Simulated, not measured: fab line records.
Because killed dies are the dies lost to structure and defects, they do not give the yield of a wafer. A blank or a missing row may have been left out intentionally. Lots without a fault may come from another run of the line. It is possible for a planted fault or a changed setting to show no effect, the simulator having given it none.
Matching of chambers || flow n5 finfet || 3 sister chambers for N5_BEOL_M12_ILD_DEP_00 on pecvd-02
The step deposits SiOC from DEMS/O2, target thk 658.92 nm, time 130.7 s. 3 wafers are shown with their chamber, then 7 later ones without.

== WAFERS WITH THEIR CHAMBER ==
{"wafer": "L082.4", "chamber": 1, "heater power w (W)": 415}
{"wafer": "L089.1", "chamber": 0, "heater power w (W)": 505}
{"wafer": "L089.3", "chamber": 2, "heater power w (W)": 512}

== WAFERS WITH NO CHAMBER GIVEN ==
{"wafer": "L089.4", "heater power w (W)": 440}
{"wafer": "L087.1", "heater power w (W)": 548}
{"wafer": "L087.5", "heater power w (W)": 407}
{"wafer": "L087.6", "heater power w (W)": 549}
{"wafer": "L097.1", "heater power w (W)": 429}
{"wafer": "L097.3", "heater power w (W)": 560}
{"wafer": "L097.5", "heater power w (W)": 434}

== EACH ONE'S CHAMBER ==
{"wafer": "L089.4", "from the rows above": "can't be placed: 1 or 0 or 2", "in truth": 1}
{"wafer": "L087.1", "from the rows above": "can't be placed: 2 or 0", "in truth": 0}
{"wafer": "L087.5", "from the rows above": 1, "in truth": 1}
{"wafer": "L087.6", "from the rows above": "can't be placed: 2 or 0", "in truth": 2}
{"wafer": "L097.1", "from the rows above": 1, "in truth": 1}
{"wafer": "L097.3", "from the rows above": "can't be placed: 2 or 0", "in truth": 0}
{"wafer": "L097.5", "from the rows above": "can't be placed: 1 or 0 or 2", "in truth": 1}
Correctly placed: 2 of 7. Not placeable from these rows: 5 (in 5, the candidates include the true chamber). 0 placed wrongly.
How it was worked out, from the rows above alone: a wafer's distance from a chamber is the root of the sum, over the readings, of the square of ((its reading less the chamber's mean) divided by the reading's scatter). The wafer belongs to the nearest chamber; if the next one is less than 2 further off, it can't be placed. For every chamber, the mean is computed from those of its wafers that are shown. The scatter: with one shown wafer a chamber, the root of the mean of the squares of how far each hidden wafer lies from its nearest shown one.
